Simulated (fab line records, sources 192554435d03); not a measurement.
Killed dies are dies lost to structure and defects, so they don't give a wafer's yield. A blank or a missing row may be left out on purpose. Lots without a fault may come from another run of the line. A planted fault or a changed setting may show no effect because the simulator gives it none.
Split-lot experiment | flow n5_finfet | 7 lots, 21 wafers read, on a route of 1938 steps

THE SPLIT
At N5_SD_EPI_P_ETCH_16 (etches SiO2 in CHF3/O2, target depth 5 nm), the setting target_depth_a was moved away from the recipe's 50 angstrom on 7 of the 21 wafers read, by -11.3% to +10.1%. The other wafers ran this setting at the recipe's value.

The reading is taken at the split's own step.

THE READING
etch.depth_nm (the simulator's own value, which no gauge read), in nm, at N5_SD_EPI_P_ETCH_16 (etches SiO2 in CHF3/O2, target depth 5 nm). The file gives no usual value for it. The 14 wafers here that ran the recipe average 5.052 nm, standard deviation 0.064 nm.

wafer  | tool, chamber at the split | target_depth_a as run, angstrom | against the recipe | etch.depth_nm, nm | against lot-mates on the recipe
L075.1 | rie_diel-05, 1             | 50                              | recipe             | 5.065             | -
L075.3 | rie_diel-05, 3             | 50                              | recipe             | 5.02              | -
L075.6 | rie_diel-05, 2             | 50                              | recipe             | 5.075             | -
L079.2 | rie_diel-03, 3             | 47.15                           | -5.7%              | 4.634             | -0.385
L079.3 | rie_diel-03, 0             | 50                              | recipe             | 5.019             | -
L079.5 | rie_diel-03, 1             | 47.15                           | -5.7%              | 4.849             | -0.170
L082.1 | rie_diel-03, 1             | 50                              | recipe             | 5.182             | -
L082.2 | rie_diel-03, 0             | 50                              | recipe             | 5.072             | -
L082.5 | rie_diel-03, 1             | 55.03                           | +10.1%             | 5.725             | +0.598
L083.2 | rie_diel-03, 3             | 50                              | recipe             | 4.903             | -
L083.3 | rie_diel-03, 0             | 50                              | recipe             | 5.026             | -
L083.4 | rie_diel-03, 0             | 50                              | recipe             | 5.04              | -
L086.2 | rie_diel-06, 0             | 50                              | recipe             | 5.035             | -
L086.5 | rie_diel-06, 2             | 50                              | recipe             | 4.989             | -
L086.6 | rie_diel-06, 3             | 46.27                           | -7.5%              | 4.5               | -0.512
L092.2 | rie_diel-03, 0             | 48.11                           | -3.8%              | 4.842             | -0.299
L092.5 | rie_diel-03, 0             | 48.11                           | -3.8%              | 4.818             | -0.323
L092.6 | rie_diel-03, 1             | 50                              | recipe             | 5.141             | -
L097.2 | rie_diel-03, 1             | 44.36                           | -11.3%             | 4.534             | -0.545
L097.4 | rie_diel-03, 0             | 50                              | recipe             | 5.063             | -
L097.5 | rie_diel-03, 1             | 50                              | recipe             | 5.094             | -

THE FIT
A straight line over all 21 wafers: etch.depth_nm changes by +0.0587 nm for each +1% of target_depth_a; r = +0.95; the points scatter about the line by 0.08 nm.
The same after taking each lot's own level away (the mean of its wafers on the recipe; 21 wafers): +0.0567 nm for each +1%; r = +0.96; scatter 0.067 nm.
On that fit, the largest move of target_depth_a shifts the reading by 0.64 nm.
The lots' own levels span 4.9897 to 5.1410 nm, that is 2.4 times the standard deviation above.
So the lot-to-lot level changes the slope little: the two slopes agree.
Check: with one of the wafers moved furthest among these (-11.3%) left out of the fit, the line predicts -0.693 nm for it against its lot-mates. It came out at -0.545 nm against them.

OTHER SPLITS ON THESE WAFERS
These wafers also went through other splits before the reading. Each is held against what the fit with the lots' levels taken away leaves over:
other split on the same wafers        | wafers away from the commonest value | r with etch.depth_nm (lot level and that fit taken away)
N5_WELL_APT_EXPOSE_05 dose_mj         | 10                                   | +0.05
N5_WELL_APT_DEVELOP_07 develop_time_s | 5                                    | -0.17
N5_FIN_SAQP_SPACER1_ALD_24 temp_c     | 7                                    | +0.25
N5_FIN_CUT_CUT_ETCH_15 time_s         | 6                                    | -0.13
N5_SD_EPI_N_COAT_33 spin_rpm          | 9                                    | -0.10
N5_SD_EPI_N_COAT_03 spin_rpm          | 5                                    | -0.14

THE FILE'S OWN FIT
etch.depth_nm changes by +0.0566 nm for each +1% of target_depth_a, r = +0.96.
